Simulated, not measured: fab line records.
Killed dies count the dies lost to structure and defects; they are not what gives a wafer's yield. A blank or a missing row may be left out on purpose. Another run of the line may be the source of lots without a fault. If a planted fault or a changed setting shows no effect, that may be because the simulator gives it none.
fab line records -- flow n5Finfet
[record] lots = 3, wafers = 9, lastDay = 18
route steps=1938 shown BEOL_M9@1406 PASSIVATION@1936
lots untouched by any fault: they come from a run of this same line in which no faults occurred
startH: hours from the record's opening day to when the first of the lot's shown wafers began -- waitH: hours from the lot's prior step to this one -- " same as the row above -- L1.1+2: a row that stands for several wafers -- - either no value or no given start -- * or withheld: withheld -- < > ~ a bound
route shown NAME@n: names a module that has steps shown in the file, with the first one's number in the route -- usual: mean/standard deviation taken from wafers without a fault -- same: alike in all rows -- chamber/n: place in a boat -- sites: each site's reading -- _std_site: standard deviation across them -- _edge_site: the outer-site mean with the inner-site mean subtracted -- radiusMm: for every site, how far away it sits from the centre of the wafer -- mask NAME#n: copy n -- behind: the last tool/chamber to shape the wafer -- hold: the reason the lot was held/the length of the hold in hours/how it ended -- device: whichever transistor did not switch (one of n, p or np) -- end of line: the same wafers' tests at the end of the route -- a step with no rows: only its recipe -- killed: at the first sort, the dies lost to defects and structure; wafer yield is something else -- map: shows each die of a wafer: x if killed, . if not, _ if none is there
set.NAME: the run value of the setting; set.NAME@STEP: its run value at that earlier step -- model.NAME: the simulator's own value behind a step, which no gauge read
certain route steps with their lots: each step a table, each wafer a row
services: when a tool's chamber went out of use (startH, in hours from the record's first day, below 0 if earlier), for how many hours, and the reason
[[steps]]
[step N5_BEOL_M9_COAT_59]
[recipe] resist = SOC, tempC = 250, timeS = 60, spinRpm = 1500, resistThkNm = 100
[step N5_BEOL_M9_COAT_60]
[recipe] resist = SiARC, tempC = 220, timeS = 60, spinRpm = 1500, resistThkNm = 30
[step N5_BEOL_M9_COAT_05]
[recipe] resist = CAR-ArF, spinRpm = 1500, resistThkNm = 90
[step N5_BEOL_M9_EBR_07]
[recipe] solvent = PGMEA, ebrWidthMm = 1.5
[step N5_BEOL_M9_SOFTBAKE_06]
[recipe] tempC = 110, timeS = 60, resist = CAR-ArF
[step N5_BEOL_M9_EXPOSE_08]
[recipe] maskId = M9, na = 1.35, sourceShape = dipole, sigmaInner = 0.411, sigmaOuter = 0.611, polarization = te, doseMj = 53.75
[step N5_BEOL_M9_PEB_09]
[recipe] pebTempC = withheld, pebTimeS = 60, resist = CAR-ArF
[step N5_BEOL_M9_DEVELOP_10]
[recipe] developTimeS = 30, developer = TMAH, resist = CAR-ArF, rinseLiquid = diw, dry = airSpin, devTempC = 23
[step N5_BEOL_M9_DESCUM_16]
[recipe] chemistry = O2, timeS = 7.9, sourcePowerW = 50, biasPowerW = 20, pressureMtorr = 20, rfFrequencyHz = 2.712e+07, tempC = 40, resist = CAR-ArF, o2FlowSccm = 225
[step N5_BEOL_M9_ETCH_61]
[recipe] chemistry = CF4, target = SiARC, targetDepthA = 390, maskMaterial = CAR-ArF, timeS = 65, ionEnergyEv = 80, pressureMtorr = 40, sourceW = 545, biasW = 36, Ar_flow_sccm = 100, cf4FlowSccm = 100, ends = cleared
[usual] drypumpMotorCurrentA = 5.9/0.3, etchRfOnTimeS = 64.5/0.93, oesProductAu = 0.70/0.075, rfVppV = 184.1/0.95, showerheadPlenumPTorr = 2.15/0.041, throttleValvePct = 15.55/0.27
lot.wafer,tool,chamber,startH,waitH,drypumpMotorCurrentA,etchRfOnTimeS,oesProductAu,rfHoursCounterH,rfVppV,showerheadPlenumPTorr,throttleValvePct
L999.4,rieDiel-02,3,211.63,0.0,5.7,64.8,0.63,156,185.3,2.15,15.42
L999.5,rieDiel-02,0,211.63,0.0,5.4,64.0,0.68,-,184.2,2.16,15.57
L999.6,rieDiel-02,3,211.63,0.0,5.6,64.4,0.63,-,184.3,2.15,15.44
L108.2,rieDiel-01,2,262.16,0.0,5.5,66.0,0.57,242,183.9,2.20,16.00
L108.3,rieDiel-01,0,262.16,0.0,6.3,65.2,0.80,15,183.6,2.19,15.15
L108.4,rieDiel-01,1,262.16,0.0,5.9,64.3,0.82,3,183.5,2.11,15.27
L121.1,rieDiel-05,3,360.97,0.0,6.0,65.8,0.77,17,183.1,2.18,15.22
L121.3,rieDiel-05,0,360.97,0.0,6.1,63.3,0.70,95,184.9,2.16,15.76
L121.6,rieDiel-05,3,360.97,0.0,6.0,65.3,0.77,-,183.6,2.18,15.22
[step N5_BEOL_M9_ETCH_62]
[recipe] chemistry = N2/H2, target = SOC, targetDepthA = 1100, overetchA = 220, maskMaterial = SiARC, tempC = 40, timeS = 165, ionEnergyEv = 200, pressureMtorr = 30, sourceW = 840, biasW = 150, n2FlowSccm = 200, h2FlowSccm = 200
[step N5_BEOL_M9_STRIP_68]
[recipe] chemistry = N2/H2, tempC = 40, n2FlowSccm = 200, h2FlowSccm = 200, rfFrequencyHz = 6e+07
[step N5_BEOL_M9_STRIP_67]
[recipe] chemistry = CF4, resist = SiARC, powerW = 300, biasPowerW = 75, pressureMtorr = 50, cf4FlowSccm = 150, rfFrequencyHz = 6e+07
[step N5_BEOL_M9_HM_OPEN_17]
[recipe] chemistry = Cl2/BCl3, targetDepthA = 200, overetchA = 60, target = TiN, maskMaterial = SOC, ionEnergyEv = 150, pressureMtorr = 10, icpW = 1000, biasW = 126, Cl2_flow_sccm = 53.25, bcl3FlowSccm = 21.75, Ar_flow_sccm = 25
[step N5_BEOL_M9_STRIP_19]
[recipe] chemistry = O2, powerW = 400, tempC = 40, pressureMtorr = 30, rfFrequencyHz = 6e+07, biasPowerW = 0, overashFraction = 0.2, o2FlowSccm = 225
[step N5_BEOL_M9_COAT_63]
[recipe] resist = SOC, tempC = 250, timeS = 60, spinRpm = 1500, resistThkNm = 60
[step N5_BEOL_M9_COAT_64]
[recipe] resist = SiARC, tempC = 220, timeS = 60, spinRpm = 1500, resistThkNm = 12
[step N5_BEOL_M9_COAT_75]
[recipe] resist = underlayer, tempC = 205, timeS = 60, spinRpm = 1500, resistThkNm = 5
[step N5_BEOL_M9_COAT_22]
[recipe] resist = CAR-EUV, spinRpm = 1500, resistThkNm = 30
[step N5_BEOL_M9_EBR_24]
[recipe] solvent = PGMEA, ebrWidthMm = 1.5
[step N5_BEOL_M9_SOFTBAKE_23]
[recipe] tempC = 110, timeS = 60, resist = CAR-EUV
[step N5_BEOL_M9_EXPOSE_25]
[recipe] maskId = V8, na = 0.33, sourceShape = annular, sigmaInner = 0.4, sigmaOuter = 0.8, polarization = unpolarized, doseMj = 37.25
[step N5_BEOL_M9_PEB_26]
[recipe] pebTempC = 100, pebTimeS = 60, resist = CAR-EUV
[step N5_BEOL_M9_DEVELOP_27]
[recipe] developTimeS = 30, developer = TMAH, resist = CAR-EUV, rinseLiquid = surfactantRinse, dry = airSpin, devTempC = 23
[step N5_BEOL_M9_DESCUM_33]
[recipe] chemistry = O2, timeS = 7, sourcePowerW = 50, biasPowerW = 20, pressureMtorr = 20, rfFrequencyHz = 2.712e+07, tempC = 40, resist = CAR-EUV, o2FlowSccm = 225
[step N5_BEOL_M9_ETCH_76]
[recipe] chemistry = N2/H2, target = underlayer, targetDepthA = 65, maskMaterial = CAR-EUV, timeS = 5.2, ionEnergyEv = 200, pressureMtorr = 30, sourceW = 840, biasW = 150, n2FlowSccm = 200, h2FlowSccm = 200, ends = cleared
[step N5_BEOL_M9_ETCH_65]
[recipe] chemistry = CF4, target = SiARC, targetDepthA = 156, maskMaterial = CAR-EUV, timeS = 26, ionEnergyEv = 80, pressureMtorr = 40, sourceW = 545, biasW = 36, Ar_flow_sccm = 100, cf4FlowSccm = 100, ends = cleared
[step N5_BEOL_M9_ETCH_66]
[recipe] chemistry = N2/H2, target = SOC, targetDepthA = 800, overetchA = 160, maskMaterial = SiARC, tempC = 40, timeS = 120, ionEnergyEv = 200, pressureMtorr = 30, sourceW = 840, biasW = 150, n2FlowSccm = 200, h2FlowSccm = 200
[step N5_BEOL_M9_STRIP_69]
[recipe] chemistry = N2/H2, tempC = 40, n2FlowSccm = 200, h2FlowSccm = 200, rfFrequencyHz = 6e+07
[step N5_BEOL_M9_STRIP_77]
[recipe] chemistry = N2/H2, tempC = 40, n2FlowSccm = 200, h2FlowSccm = 200, rfFrequencyHz = 6e+07
[step N5_BEOL_M9_VIA_ETCH_34]
[recipe] chemistry = C4F6/O2, target = SiCOH_lowk, targetDepthA = 1824, maskMaterial = SOC, taperDeg = 4, timeS = 68.4, ionEnergyEv = 250, pressureMtorr = 30, sourceW = 345, biasW = 185, Ar_flow_sccm = 300, C4F6_flow_sccm = 10, O2_flow_sccm = 10
[step N5_BEOL_M9_STRIP_73]
[recipe] chemistry = C4F6/O2, resist = SiARC, rfFrequencyHz = 6e+07
[step N5_BEOL_M9_STRIP_36]
[recipe] chemistry = N2/H2, powerW = 450, tempC = 40, pressureMtorr = 20, rfFrequencyHz = 6e+07, overashFraction = 0.3, biasPowerW = 7, h2Frac = 0.5, n2FlowSccm = 200, h2FlowSccm = 200
[step N5_BEOL_M9_TRENCH_ETCH_37]
[recipe] chemistry = C4F6/O2, targetDepthA = 1514.3, target = SiCOH_lowk, timeS = 49, ionEnergyEv = 250, pressureMtorr = 30, sourceW = 345, biasW = 185, Ar_flow_sccm = 300, C4F6_flow_sccm = 10, O2_flow_sccm = 10
[step N5_BEOL_M9_ETCH_41]
[recipe] chemistry = CH3F/O2, target = SiCN, targetDepthA = 366, taperDeg = 2, timeS = 70.1, ionEnergyEv = 120, maskMaterial = TiN, pressureMtorr = 30, sourceW = 395, biasW = 75, Ar_flow_sccm = 150, CH3F_flow_sccm = 30, O2_flow_sccm = 20
[step N5_PASSIVATION_PROBE_49]
[usual] defectLimitedYield = 91.4/1.6, killed_at_M0_to_M3 = 34/12, killed_at_M4_up = 13/5.2, killedAtContacts = 11/5.5, killedAtFrontEnd = 40/13, killedAtOther = 3.4/2.7, killedDies = 102/19, killedOnRim = 13/4.3, killedOpen = 66/15, killedShort = 33/7.9, sort_bin_5_function = 5.1/1.1, sort_bin_6_memory = 3.2/0.7, sortNPass = 1078/19, sortYieldPct = 91.4/1.6
[same] grossDies = 1180, killedAtBackSide = 0, sort_bin_4_leakage[%] = 0, sort_bin_8_speed[%] = 0
lot.wafer,tool,chamber,startH,waitH,defectLimitedYield[%],killed_at_M0_to_M3,killed_at_M4_up,killedAtContacts,killedAtFrontEnd,killedAtOther,killedDies,killedOnRim,killedOpen,killedShort,sort_bin_5_function[%],sort_bin_6_memory[%],sortNPass,sortYieldPct[%]
L108.3,prober-02,-,321.77,0.1,85.3,28,87,20,35,3,173,31,69,34,8.9,4.2,1007,85.3
// killed by level:class
L108.3 BEOL_M9:unspecified=70 MOL_CONTACT_COAG:geometricParticle:open=17 BEOL_M0_SAQP:geometricParticle:short=11 BEOL_M0_SAQP:geometricParticle:open=10 BEOL_M4:geometricParticle:open=8 FIN_SAQP:geometricParticle:open=7 STI_FIN_REVEAL:geometricParticle:open=6 ILD0:geometricParticle:open=5
// map L108.3 (x killed, . not)
_________________.x..x.......________________
______________......x..........._____________
___________..x..x.......x..........__________
__________.................x.......x_________
________......................x......._______
_______...............x................______
______...................x......x..x...._____
_____...x.................x...x.........x____
____.............x.....x.x................___
___.............x..........x..........x....__
___................................x......x__
__....................................x....._
__.x.x..................x........x...x......_
_.......................x....................
_.x..x..x.....................x..x.x.........
_x........x.........................x........
_xx............................x...x........x
_x............................x...x..........
_.....x...........................x.......x..
_......x.......x......x.....x..........x.....
_.......x.......x.............x...x..........
__..x.x..x.............x.............x......_
__....................x...x................._
___......x.....x.x..x...x.................x__
___....x.............x.x.....xx........xx..__
____....x......x.x.xx.....................___
_____......x.x..x........x..xx..x.x......____
______.x...x.xxx.xxx.x...xx............._____
_______.x...xxxxxxxxxx..........x......______
________...xxxxxxxxxx.x.............x._______
__________xxxxxxxxxxxxxxx........x.._________
___________xxxxxxxxxxxx.x..........__________
______________xxxxxxx.x........._____________
_________________xxxxxx..x...________________
// map L999.5 (x killed, . not)
_________________.....x.x....________________
______________..x........x......_____________
___________....x..x................__________
__________......x.....x...x........._________
________.....x................x....x.._______
_______..xx...x..x...xx.....xxx..x.....______
______..x....x........x.x.......x......._____
_____........................x...........____
____..x.....x..x........xx..............x.___
___..x.....................x......x....x.x.__
___.......x.........x..x........x.......xxx__
__...x..........x...........x..............._
__.......x..............x.x..........xx....._
_.......x....................x...............
_.........xx.......x...x....................x
_...................................x...x....
_.......................x....................
_................x......x.....x..xx......x...
_....................x...x....x..............
_.................x......x...................
_................................x...........
__..........................x..............._
__......x..x.....x.................x........_
___...............................x.x......__
___.x...x.......................x.x........__
____.......x.............x............x..x___
_____........x....x.............x........____
______.....................x............_____
_______...x................x...........______
________...x.........x..........x....._______
__________.....xx..x.............x.._________
___________..x........x..........x.__________
______________.....x.........xx._____________
_________________.x........x.________________
[[services]]
tool,chamber,startH,hours,kind
rieDiel-02,3,191.01,10.1,repair
rieDiel-01,0,196.11,-,clean
rieDiel-01,0,196.11,-,consumableReplace:focusRing
rieDiel-01,0,196.11,21.7,scheduledDown
rieDiel-01,0,196.11,21.7,ventCycle
rieDiel-05,1,210.89,6.7,repair
rieDiel-01,1,233.89,-,clean
rieDiel-01,1,233.89,-,consumableReplace:focusRing
rieDiel-01,1,233.89,18.3,scheduledDown
rieDiel-01,1,233.89,18.3,ventCycle
rieDiel-02,-,275.29,0.6,repair
rieDiel-05,3,281.88,-,clean
rieDiel-05,3,281.88,-,consumableReplace:focusRing
rieDiel-05,3,281.88,15.8,scheduledDown
rieDiel-05,3,281.88,15.8,ventCycle
rieDiel-01,2,290.98,-,clean
rieDiel-01,2,290.98,-,consumableReplace:focusRing
rieDiel-01,2,290.98,20.7,scheduledDown
rieDiel-01,2,290.98,20.7,ventCycle
rieDiel-02,-,303.01,0.5,repair
rieDiel-01,0,311.36,5.4,repair
rieDiel-01,-,338.55,0.3,repair
[[key]]
[firstSign] step = N5_PASSIVATION_PROBE_49, reading = killed_at_M4_up, direction = up, sigmas = 14, usual = 13, struck = 87
[effect] step = N5_PASSIVATION_PROBE_49, reading = defectLimitedYield, direction = down, sigmas = 3.7, usual = 91.4, struck = 85.3
[moreKillsBornAt] N5_BEOL_M9_ETCH_61@rieDiel-01 = 70
metAt N5_BEOL_M9_ETCH_61
struckWafers L108.3
[fault] kind = chamberParticleSource, tool = rieDiel-01, chamber = 0, onsetH = 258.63, steps = N5_BEOL_M9_ETCH_61, ratePerVisitCm2 = 0.58721, endH = 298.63
